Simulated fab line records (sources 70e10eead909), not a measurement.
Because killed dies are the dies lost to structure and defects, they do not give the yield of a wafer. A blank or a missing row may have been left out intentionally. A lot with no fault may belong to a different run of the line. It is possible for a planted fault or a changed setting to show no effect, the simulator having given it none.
Which tool is to blame? + flow nandHarc + Sampling: 15 lots, 43 wafers, 6 of 1159 route steps

## WHAT EACH GAUGE READ, for each wafer
NHARC_A_START_INSPECT_01.
| lot  | measured     | on               | rawDefectCount |
|------|--------------|------------------|----------------|
| L116 | day 6 15:22  | defectInspect-02 | 9 3 4          |
| L118 | day 6 17:56  | defectInspect-01 | 4 4 6          |
| L117 | day 6 22:50  | defectInspect-02 | 7 2 6          |
| L120 | day 7 11:48  | defectInspect-02 | 0 6 4          |
| L119 | day 7 14:28  | defectInspect-02 | 2 7 6          |
| L121 | day 7 21:50  | defectInspect-01 | 0 4 2          |
| L122 | day 7 22:34  | defectInspect-02 | 3 3 8          |
| L123 | day 8 07:57  | defectInspect-02 | 1 2 5          |
| L124 | day 8 09:16  | defectInspect-02 | 3 1 2          |
| L126 | day 8 21:57  | defectInspect-02 | 2 2 8          |
| L128 | day 9 17:12  | defectInspect-02 | 3 5 5          |
| L136 | day 11 13:20 | defectInspect-02 | 3 1            |
| L137 | day 11 18:49 | defectInspect-01 | 3 1            |
| L139 | day 11 22:37 | defectInspect-01 | 2 6 6          |
| L138 | day 11 23:05 | defectInspect-01 | 3 2 1          |

NHARC_A_SOURCE_PLATE_INSPECT_08.
| lot  | measured     | on               | rawDefectCount |
|------|--------------|------------------|----------------|
| L116 | day 7 14:34  | defectInspect-01 | 47 56 73       |
| L118 | day 7 14:34  | defectInspect-02 | 44 16 57       |
| L117 | day 7 22:34  | defectInspect-01 | 52 41 67       |
| L120 | day 8 11:13  | defectInspect-02 | 30 58 42       |
| L119 | day 8 11:13  | defectInspect-01 | 46 29 25       |
| L121 | day 8 21:23  | defectInspect-02 | 69 98 122      |
| L122 | day 8 21:23  | defectInspect-01 | 53 41 33       |
| L123 | day 9 06:33  | defectInspect-01 | 53 83 51       |
| L124 | day 9 06:33  | defectInspect-02 | 78 91 74       |
| L126 | day 9 20:47  | defectInspect-02 | 70 101 44      |
| L128 | day 10 15:56 | defectInspect-01 | 77 92 46       |
| L136 | day 12 13:40 | defectInspect-01 | 39 37          |
| L137 | day 12 17:46 | defectInspect-02 | 67 39          |
| L139 | day 12 21:12 | defectInspect-01 | 79 69 79       |
| L138 | day 12 21:12 | defectInspect-02 | 97 38 86       |

NHARC_A_ONON_D1_THK_MEAS_21: measures by ellipsometry.
| lot  | measured     | on           | thkNm (nm)     |
|------|--------------|--------------|----------------|
| L116 | day 8 03:17  | filmMetro-02 | 993 994 993    |
| L118 | day 8 03:17  | filmMetro-01 | 1000 998 999   |
| L117 | day 8 09:05  | filmMetro-02 | 988 990 991    |
| L120 | day 8 21:46  | filmMetro-01 | 1006 1005 1005 |
| L119 | day 8 21:46  | filmMetro-02 | 1002 1002 1001 |
| L121 | day 9 08:11  | filmMetro-01 | 1010 1009 1009 |
| L122 | day 9 08:11  | filmMetro-02 | 999 998 998    |
| L123 | day 9 18:32  | filmMetro-02 | 993 992 992    |
| L124 | day 9 18:33  | filmMetro-01 | 992 992 992    |
| L126 | day 10 09:21 | filmMetro-02 | 991 991 992    |
| L128 | day 11 02:30 | filmMetro-01 | 992 994 993    |
| L136 | day 13 00:59 | filmMetro-02 | 1576 999       |
| L137 | day 13 04:20 | filmMetro-01 | 1574 1573      |
| L139 | day 13 07:48 | filmMetro-02 | 1011 1012 1011 |
| L138 | day 13 07:49 | filmMetro-01 | 1005 1003 1584 |

NHARC_END_SORT_01.
| lot  | measured     | on        | killedAtArray | killedAtOther | killedAtPeriphery | killedDies | killedOpen | killedShort |
|------|--------------|-----------|---------------|---------------|-------------------|------------|------------|-------------|
| L128 | day 22 04:11 | prober-01 | 25            | 0             | 1                 | 26         | 3          | 2           |
| L136 | day 24 12:45 | prober-02 | 672 30        | 1 1           | 4 3               | 677 34     | 3 2        | 1 2         |
| L137 | day 24 09:41 | prober-01 | 674 676       | 0 0           | 3 1               | 677 677    | 2 1        | 0 2         |
| L138 | day 24 18:07 | prober-02 | 53 41 676     | 0 0 0         | 0 4 1             | 53 45 677  | 2 7 6      | 0 1 2       |

## WHAT TOOL EACH LOT RAN ON (gives the tool, then ch and the chambers of the sampled wafers, and finally the start)
| lot  | NHARC_A_ONON_D1_DEP_19          | NHARC_A_CHANNEL_HOLE_D1_DEP_00 |
|------|---------------------------------|--------------------------------|
| L116 | pecvdOnon-03 ch 0, day 8 02:50  | aclDep-03 ch 0, day 8 07:56    |
| L118 | pecvdOnon-01 ch 0, day 8 02:57  | aclDep-01 ch 0, day 8 10:06    |
| L117 | pecvdOnon-01 ch 0, day 8 08:34  | aclDep-03 ch 0, day 8 16:38    |
| L120 | pecvdOnon-01 ch 0, day 8 21:19  | aclDep-02 ch 0, day 9 02:08    |
| L119 | pecvdOnon-02 ch 0, day 8 21:16  | aclDep-03 ch 0, day 9 02:23    |
| L121 | pecvdOnon-02 ch 0, day 9 07:51  | aclDep-02 ch 0, day 9 11:51    |
| L122 | pecvdOnon-03 ch 0, day 9 07:50  | aclDep-01 ch 0, day 9 11:49    |
| L123 | pecvdOnon-02 ch 0, day 9 18:02  | aclDep-01 ch 0, day 9 20:59    |
| L124 | pecvdOnon-03 ch 0, day 9 18:02  | aclDep-02 ch 0, day 9 21:05    |
| L126 | pecvdOnon-01 ch 0, day 10 08:50 | aclDep-02 ch 0, day 10 11:40   |
| L128 | pecvdOnon-01 ch 0, day 11 02:06 | aclDep-01 ch 0, day 11 05:28   |
| L136 | pecvdOnon-03 ch 0, day 13 00:43 | aclDep-03 ch 0, day 13 04:53   |
| L137 | pecvdOnon-03 ch 0, day 13 03:50 | -                              |
| L139 | pecvdOnon-01 ch 0, day 13 07:18 | aclDep-03 ch 0, day 13 11:31   |
| L138 | pecvdOnon-03 ch 0, day 13 07:22 | aclDep-02 ch 0, day 13 12:52   |
- NHARC_A_ONON_D1_DEP_19: target thk 1000 nm.
- NHARC_A_CHANNEL_HOLE_D1_DEP_00: deposits aC, target thk 3100 nm.

## WHAT THE TOOLS THEMSELVES READ (means of the sampled wafers that have a number; where no wafer has one, the mark that the record gives instead)
NHARC_A_ONON_D1_DEP_19.
| lot  | tool         | n2oFlowSccm (sccm) |
|------|--------------|--------------------|
| L116 | pecvdOnon-03 | 1997               |
| L118 | pecvdOnon-01 | 1999               |
| L117 | pecvdOnon-01 | 1999               |
| L120 | pecvdOnon-01 | 2001               |
| L119 | pecvdOnon-02 | 1997               |
| L121 | pecvdOnon-02 | 1999               |
| L122 | pecvdOnon-03 | 1999               |
| L123 | pecvdOnon-02 | 1995               |
| L124 | pecvdOnon-03 | 2006               |
| L126 | pecvdOnon-01 | 1997               |
| L128 | pecvdOnon-01 | 2000               |
| L136 | pecvdOnon-03 | 2008               |
| L137 | pecvdOnon-03 | 1998               |
| L139 | pecvdOnon-01 | 1997               |
| L138 | pecvdOnon-03 | 1998               |

NHARC_A_CHANNEL_HOLE_D1_DEP_00.
| lot  | tool      | throttleValvePct (%) |
|------|-----------|----------------------|
| L116 | aclDep-03 | 35.001               |
| L118 | aclDep-01 | 35.004               |
| L117 | aclDep-03 | 34.990               |
| L120 | aclDep-02 | 34.996               |
| L119 | aclDep-03 | 34.992               |
| L121 | aclDep-02 | 34.998               |
| L122 | aclDep-01 | 34.998               |
| L123 | aclDep-01 | 34.996               |
| L124 | aclDep-02 | 35.005               |
| L126 | aclDep-02 | 35.001               |
| L128 | aclDep-01 | 35.009               |
| L136 | aclDep-03 | 35.013               |
| L139 | aclDep-03 | 35.009               |
| L138 | aclDep-02 | 35.005               |

## THE ANSWER, worked out from the rows above alone
Rule: the lots themselves supply what counts as usual. The widest of any qualifying gaps counts: lots, ordered by their means at a reading, are off when they make up no more than a third of the lots, leave a main group of 4 or more, and stand apart from it by 3 or more times the standard deviation of that group's means. A main group whose means are all the same, to the digits that the tables above print for the reading, isn't used. Also off: a lot with no number at a reading for which 4 or more lots have one. The other lots that the step has rows for count as sound. First the gauges in route order, then the tools' own readings, where a lot's mean is used as printed above. At the first step where some lot is off, the reading lying furthest off is the one used; lots without a number count as furthest.
Off at NHARC_A_ONON_D1_THK_MEAS_21 (thkNm): L136, L137, L138. The main group has a mean of 998 nm with a standard deviation of 7.1.
If a tool, at a process step before that reading, ran all the lots that are off and no sound lot after the first of them, it fits. Gauges at NHARC_A_ONON_D1_THK_MEAS_21: tried the same way as those tools. One fits: NHARC_A_ONON_D1_DEP_19 on pecvdOnon-03. Its last sound lot is L124 (day 9 18:02), its first lot that is off L136 (day 13 00:43): a fault that began between those two fits.

## WHAT THE SIMULATOR HAD PUT IN
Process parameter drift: pecvdOnon-03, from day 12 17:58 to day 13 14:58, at NHARC_A_ONON_D1_DEP_19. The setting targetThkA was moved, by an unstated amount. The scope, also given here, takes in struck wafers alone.
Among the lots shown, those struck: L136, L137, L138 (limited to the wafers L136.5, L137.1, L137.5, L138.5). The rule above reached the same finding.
